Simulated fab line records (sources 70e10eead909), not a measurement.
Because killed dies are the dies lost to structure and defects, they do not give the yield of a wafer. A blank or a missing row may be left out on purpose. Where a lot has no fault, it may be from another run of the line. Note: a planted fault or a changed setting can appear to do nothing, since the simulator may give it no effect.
fab line records    flow nandHarc
[record] lots = 12  wafers = 36  lastDay = 33
route steps=1302 shown A_CONTACT@1103 A_M0@1142 END@1302
lots untouched by any fault: they come from a run of this same line in which no faults occurred
startH: hours from the record's first day to the start of the lot's first wafer shown    waitH: how many hours have passed since the lot's step before this one    " same as the row above    L1.1+2: several wafers, shown together as one row    - either no value or no given start    * or withheld: withheld    < > ~ a bound
route shown NAME@n: a module of which the file shows steps, and the number in the route of the first    usual: mean/standard deviation of fault-free wafers    same: alike in all rows    chamber/n: place in a boat    sites: each site's reading    _std_site: standard deviation of those values    _edge_site: mean of outer sites minus mean of inner sites    radiusMm: for every site, how far away it sits from the centre of the wafer    mask NAME#n: copy n    behind: the last tool/chamber to shape the wafer    hold: why the lot went on hold/how many hours it stayed there/how the hold came to an end    device: transistor that didn't switch, given as n, p or np    end of line: the same wafers' tests at the end of the route    step lacking rows: just its recipe    killed: not the wafer's yield, but the dies lost to structure and defects at the first sort    map: a wafer's dies, marking killed ones x, the rest . and places with no die _
set.NAME: the run value of the setting; set.NAME@STEP: its run value at that earlier step    model.NAME: the simulator's own value behind a step, which no gauge read
the route's steps for a sample of lots (tables are steps, rows are wafers)
services: from which hour (startH, from the record's first day; less than 0 if before it) a tool's chamber was out of use, for how many hours, and why
[[steps]]
[step NHARC_A_CONTACT_CMP_20]
[recipe] tOverpolishS = 30  targetThkNm = 300
[usual] motorCurrentA = 12.1/1.2  overpolishRunS = 29.999/0.0096  timeToEndpointS = 60/3.2
[same] tOverpolishS = 30
lot.wafer  tool    chamber  startH  waitH  motorCurrentA  overpolishRunS  timeToEndpointS
L887.4     cmp-04  2        558.29  0.5    12.5           29.995          55
L887.3     "       3        "       "      12.4           30.001          62
L887.5     "       3        "       "      12.6           30.001          62
L889.1     cmp-02  3        569.17  0.6    12.7           29.997          57
L889.4     "       1        "       "      12.8           29.982          62
L889.2     "       2        "       "      10.9           29.996          57
L888.4     cmp-01  2        583.29  0.4    11.4           30.013          67
L888.6     "       2        "       "      10.5           30.004          65
L888.5     "       3        "       "      12.0           29.998          64
L891.1     cmp-04  1        588.77  0.8    12.5           30.001          60
L891.2     "       3        "       "      12.3           30.011          65
L891.5     "       1        "       "      12.1           30.003          58
L894.3     cmp-04  1        610.04  0.4    12.4           30.012          59
L894.1     "       0        "       "      10.8           30.015          62
L894.6     "       1        "       "      12.4           29.986          59
L895.1     cmp-01  0        632.35  0.8    12.7           30.002          61
L895.3     "       2        "       "      10.0           30.002          63
L895.6     "       1        "       "      15.1           30.002          59
L897.4     cmp-04  1        640.41  0.4    11.9           29.998          60
L897.2     "       2        "       "      11.7           29.997          59
L897.3     "       0        "       "      9.9            29.993          63
L902.1     cmp-04  1        693.75  0.6    12.0           29.986          58
L902.3     "       3        "       "      11.4           30.003          63
L902.5     "       2        "       "      12.0           29.994          60
L903.3     cmp-02  0        709.93  0.4    11.3           30.004          58
L903.4     "       2        "       "      10.4           30.007          60
L903.5     "       3        "       "      12.8           30.007          58
L906.1     cmp-02  2        716.83  0.6    11.7           30.015          56
L906.3     "       3        "       "      12.5           30.004          56
L906.6     "       3        "       "      11.7           29.986          56
L904.2     cmp-01  2        717.00  0.6    10.7           29.994          63
L904.3     "       3        "       "      11.9           29.990          61
L904.4     "       1        "       "      15.3           29.997          57
L905.4     cmp-04  1        722.39  0.5    12.0           30.002          62
L905.5     "       1        "       "      11.6           29.991          59
L905.6     "       2        "       "      11.9           29.990          59
[step NHARC_A_M0_SOFTBAKE_04]
[recipe] tempC = 105  timeS = 55
[usual] heaterPowerTotalW = 188.45/0.16
lot.wafer  tool           chamber  startH  waitH  heaterPowerTotalW
L887.3     lithoTrack-06  0        562     -      188.31
L887.4     "              0        "       "      188.63
L887.5     "              0        "       "      188.25
L889.1     lithoTrack-04  0        573     -      188.41
L889.2     "              0        "       "      188.30
L889.4     "              0        "       "      188.37
L888.4     lithoTrack-01  0        587     -      188.30
L888.5     "              0        "       "      188.31
L888.6     "              0        "       "      188.29
L891.1     lithoTrack-06  0        593     -      188.74
L891.2     "              0        "       "      188.67
L891.5     "              0        "       "      188.37
L894.1     lithoTrack-04  0        614     -      187.13
L894.3     "              0        "       "      186.71
L894.6     "              0        "       "      186.91
L895.1     lithoTrack-06  0        636     -      188.33
L895.3     "              0        "       "      188.45
L895.6     "              0        "       "      188.72
L897.2     lithoTrack-04  0        644     -      187.08
L897.3     "              0        "       "      186.63
L897.4     "              0        "       "      187.10
L902.1     lithoTrack-01  0        698     -      188.36
L902.3     "              0        "       "      188.46
L902.5     "              0        "       "      188.26
L903.3     lithoTrack-01  0        714     -      188.42
L903.4     "              0        "       "      188.34
L903.5     "              0        "       "      188.41
L906.1     lithoTrack-04  0        721     -      188.60
L906.3     "              0        "       "      188.74
L906.6     "              0        "       "      188.33
L904.2     lithoTrack-06  0        721     -      188.27
L904.3     "              0        "       "      188.28
L904.4     "              0        "       "      188.36
L905.4     lithoTrack-01  0        726     -      188.37
L905.5     "              0        "       "      188.53
L905.6     "              0        "       "      188.47
[step NHARC_A_M0_OVL_MEAS_10]
[recipe] pitchNm = 160
[usual] overlayXNm = 0.0/0.77  overlayYNm = -0.1/0.92
lot.wafer  tool        chamber  startH  waitH  overlayXNm  overlayYNm
L887.3     overlay-02  -        563.24  -      0.4         0.2
L887.4     "           -        "       "      0.3         -0.2
L887.5     "           -        "       "      0.7         -0.2
L889.1     overlay-02  -        574.20  -      1.2         0.1
L889.2     "           -        "       "      0.9         0.7
L889.4     "           -        "       "      0.9         1.1
L888.4     overlay-02  -        588.36  -      1.0         -1.1
L888.5     "           -        "       "      0.5         -0.6
L888.6     "           -        "       "      0.5         -1.0
L891.1     overlay-02  -        593.92  -      -0.2        0.6
L891.2     "           -        "       "      0.0         0.7
L891.5     "           -        "       "      -0.6        0.7
L894.1     overlay-02  -        615.03  -      0.7         -0.7
L894.3     "           -        "       "      0.4         -1.3
L894.6     "           -        "       "      -0.5        -0.8
L895.1     overlay-01  -        637.24  -      0.1         -0.2
L895.3     "           -        "       "      0.3         -0.7
L895.6     "           -        "       "      0.6         -1.2
L897.2     overlay-02  -        645.33  -      0.7         0.5
L897.3     "           -        "       "      0.3         0.7
L897.4     "           -        "       "      0.4         0.5
L902.1     overlay-02  -        698.65  -      0.0         0.5
L902.3     "           -        "       "      0.0         0.1
L902.5     "           -        "       "      -0.5        -0.1
L903.3     overlay-02  -        714.96  -      0.8         0.0
L903.4     "           -        "       "      0.9         -0.2
L903.5     "           -        "       "      1.1         0.0
L906.1     overlay-01  -        721.73  -      0.6         1.3
L906.3     "           -        "       "      0.7         1.2
L906.6     "           -        "       "      0.4         0.5
L904.2     overlay-01  -        722.05  -      -0.7        0.5
L904.3     "           -        "       "      -0.4        1.0
L904.4     "           -        "       "      -0.4        0.2
L905.4     overlay-02  -        727.44  -      -1.7        -1.1
L905.5     "           -        "       "      -1.3        -1.2
L905.6     "           -        "       "      -2.0        -0.7
[step NHARC_A_M0_ETCH_15]
[recipe] targetDepthA = 1500  overetchA = 150  timeS = 82.5  c4f8FlowSccm = withheld  arFlowSccm = 400  rfW = 600  biasW = 300  chemistry = C4F8/Ar
[usual] oesProductAu = 0.954/0.023  rfVppV = 440.5/2.2
lot.wafer  tool        chamber  startH  waitH  oesProductAu  rfHoursCounterH  rfVppV
L887.3     rieDiel-06  2        -       -      0.968         3                436.9
L887.4     "           0        "       "      0.987         5                443.4
L887.5     "           2        "       "      0.952         -                437.2
L889.4     rieDiel-06  3        -       -      0.977         5                441.5
L889.2     "           0        "       "      0.978         5                443.0
L889.1     "           1        "       "      0.964         5                443.7
L888.4     rieDiel-06  0        -       -      0.973         5                444.1
L888.6     "           0        "       "      0.974         -                442.5
L888.5     "           1        "       "      0.965         -                441.9
L891.2     rieDiel-01  1        -       -      0.957         1                443.1
L891.1     "           3        "       "      0.923         1                438.7
L891.5     "           1        "       "      0.961         -                441.3
L894.1     rieDiel-06  2        -       -      0.904         5                437.8
L894.3     "           1        "       "      0.904         6                441.2
L894.6     "           2        "       "      0.901         -                436.0
L895.3     rieDiel-06  0        -       -      0.986         8                442.5
L895.1     "           1        "       "      0.950         8                443.8
L895.6     "           0        "       "      0.979         -                444.5
L897.4     rieDiel-06  1        -       -      0.970         8                443.6
L897.3     "           2        "       "      0.964         7                437.2
L897.2     "           3        "       "      0.979         8                439.9
L902.1     rieDiel-06  2        -       -      0.958         1                437.7
L902.3     "           3        "       "      0.970         1                439.3
L902.5     "           2        "       "      0.951         -                437.5
L903.3     rieDiel-01  2        -       -      0.936         7                439.4
L903.4     "           1        "       "      0.947         8                442.9
L903.5     "           3        "       "      0.926         -                438.3
L906.1     rieDiel-10  1        -       -      0.926         10               440.0
L906.3     "           2        "       "      0.930         9                442.3
L906.6     "           3        "       "      0.934         -                438.6
L904.2     rieDiel-06  0        -       -      0.942         3                440.4
L904.3     "           1        "       "      0.966         3                443.0
L904.4     "           2        "       "      0.940         3                435.7
L905.4     rieDiel-06  3        -       -      0.978         3                440.8
L905.5     "           0        "       "      0.968         -                442.2
L905.6     "           1        "       "      0.962         -                443.3
[step NHARC_END_SORT_01]
[recipe] tempC = 25
[usual] defectLimitedYield = 91.4/2.7  killedAtArray = 53/18  killedAtOther = 1.0/1.2  killedAtPeriphery = 3.6/2.4  killedDies = 58/18  killedOpen = 3.4/1.8  killedShort = 2.3/1.5  sort_bin_2_pct = 3.1/1.2  sort_bin_3_pct = 0.7/0.39  sort_bin_4_pct = 4.8/1.6  sortNPass = 619/18  sortRimYieldPct = 88/4.1  sortYieldPct = 91.4/2.7
[same] grossDies = 677  sort_bin_5_pct[%] = 0  sort_bin_6_pct[%] = 0  sort_bin_7_pct[%] = 0  sort_bin_8_pct[%] = 0  sortRimNGross = 106.00
lot.wafer  tool       chamber  startH  waitH  defectLimitedYield[%]  killedAtArray  killedAtOther  killedAtPeriphery  killedDies  killedOpen  killedShort  sort_bin_2_pct[%]  sort_bin_3_pct[%]  sort_bin_4_pct[%]  sortNPass  sortRimYieldPct[%]  sortYieldPct[%]
L897.2     prober-02  0        684.56  2.8    89.8                   64             4              1                  69          3           3            3.1                1.0                6.1                608        84                  89.8
L897.3     prober-02  0        685.36  3.1    89.4                   66             3              3                  72          1           4            2.8                0.6                7.2                605        84                  89.4
L897.4     prober-02  0        686.15  3.4    91.3                   58             1              0                  59          5           2            3.7                0.7                4.3                618        94                  91.3
// killed by level:class
L897.2 A_CHANNEL_HOLE_D1:chamberFilmFlake=32 A_CHANNEL_HOLE_D2:chamberFilmFlake=10 A_SLIT:chamberFilmFlake=8 THIN_TSV:chamberFilmFlake=4 A_STAIRCASE:chamberFilmFlake=3 A_CONTACT:chamberFilmFlake=3 A_ONON_D1:geometricParticle:short=1 A_CHANNEL_FILL_D1:geometricParticle:open=1
L897.3 A_CHANNEL_HOLE_D1:chamberFilmFlake=30 A_CHANNEL_HOLE_D2:chamberFilmFlake=12 A_WL_FILL:chamberFilmFlake=7 A_CONTACT:chamberFilmFlake=6 A_SLIT:chamberFilmFlake=3 THIN_TSV:chamberFilmFlake=3 A_STAIRCASE:chamberFilmFlake=2 P_CONTACT:geometricParticle:open=1
L897.4 A_CHANNEL_HOLE_D1:chamberFilmFlake=34 A_CONTACT:chamberFilmFlake=6 A_CHANNEL_HOLE_D2:chamberFilmFlake=5 A_SLIT:chamberFilmFlake=3 A_CHANNEL_FILL_D2:chamberFilmFlake=2 A_ONON_D1:geometricParticle:open=1 A_CHANNEL_FILL_D1:geometricParticle:short=1 A_ONON_D2:geometricParticle:open=1
[[services]]
tool           chamber  startH  hours  kind
cmp-01         -        536.68  0.6    repair
rieDiel-06     2        546.35  15.5   repair
rieDiel-10     2        551.56  5.8    repair
lithoTrack-04  -        553.00  7.0    pm
rieDiel-01     -        557.88  9.0    pm
cmp-04         -        559.49  5.8    repair
cmp-02         -        559.50  0.4    repair
cmp-04         -        576.53  7.6    repair
cmp-01         -        577.50  4.0    pm
cmp-04         -        601.00  4.0    pm
cmp-02         -        625.51  4.0    pm
cmp-04         -        625.95  1.5    repair
cmp-01         -        641.97  2.2    repair
rieDiel-01     3        648.52  11.2   repair
cmp-04         -        658.91  0.5    repair
rieDiel-06     -        661.48  9.0    pm
rieDiel-01     2        666.40  2.9    repair
cmp-01         -        675.50  4.0    pm
lithoTrack-01  -        680.00  7.0    pm
cmp-02         -        687.66  2.4    repair
cmp-04         -        699.00  4.0    pm
lithoTrack-06  -        704.00  7.0    pm
cmp-01         -        709.17  4.5    repair
cmp-02         -        723.51  4.0    pm
[[key]]
[firstSign] step = NHARC_A_M0_SOFTBAKE_04  reading = heaterPowerTotalW  direction = down  sigmas = 9.8  usual = *  struck = *
effect none on later readings
metAt NHARC_A_M0_SOFTBAKE_04
struckLots L894,L897
notActingAt NHARC_A_CONTACT_CMP_20,NHARC_A_M0_OVL_MEAS_10,NHARC_A_M0_ETCH_15
onsetBetween 573 614
[fault] kind = processParameterDrift  tool = lithoTrack-04  chamber = -  onsetH = 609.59  steps = NHARC_A_M0_SOFTBAKE_04  channel = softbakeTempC  offset = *  shape = step  endH = 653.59  actsIn = *  stated = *
